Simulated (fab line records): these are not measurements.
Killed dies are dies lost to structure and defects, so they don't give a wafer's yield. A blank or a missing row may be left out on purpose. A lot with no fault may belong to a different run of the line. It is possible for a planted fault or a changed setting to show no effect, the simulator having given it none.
Matching of chambers | flow n5_finfet | 4 sister chambers for N5_MOL_CONTACT_COAG_ETCH_89 on rie_diel-02
The step etches underlayer in N2/H2, target depth 13 nm, time 10.4 s. 4 wafers are shown with their chamber, then 7 later ones without.

== WAFERS WITH THEIR CHAMBER ==
wafer  | chamber | drypump_motor_current_A (A)
L083.3 | 0       | 6.5
L083.4 | 2       | 5.7
L089.2 | 1       | 6.2
L089.4 | 3       | 5.2

== WAFERS MISSING THEIR CHAMBER ==
wafer  | drypump_motor_current_A (A)
L089.5 | 6.5
L091.2 | 5.2
L091.4 | 6.5
L091.5 | 6.5
L092.2 | 6.6
L092.3 | 5.2
L092.4 | 5.7

== THE CHAMBER EACH PASSED THROUGH ==
wafer  | from the rows above | in truth
L089.5 | 0                   | 0
L091.2 | 3                   | 3
L091.4 | 0                   | 0
L091.5 | 0                   | 0
L092.2 | 0                   | 0
L092.3 | 3                   | 3
L092.4 | 2                   | 2
Placed correctly: 7 of 7. Can't be placed from these rows: 0. Wrongly placed: 0.
How it was worked out, from the rows above alone: a wafer's distance from a chamber is the root of the sum, over the readings, of the square of ((its reading less the chamber's mean) divided by the reading's scatter). If the next closest chamber is less than 2 further off than the closest, the wafer can't be placed; otherwise it belongs to the closest. For every chamber, the mean is computed from those of its wafers that are shown. The scatter: root of mean squared gap, hidden wafer to nearest shown wafer, with one shown wafer a chamber.
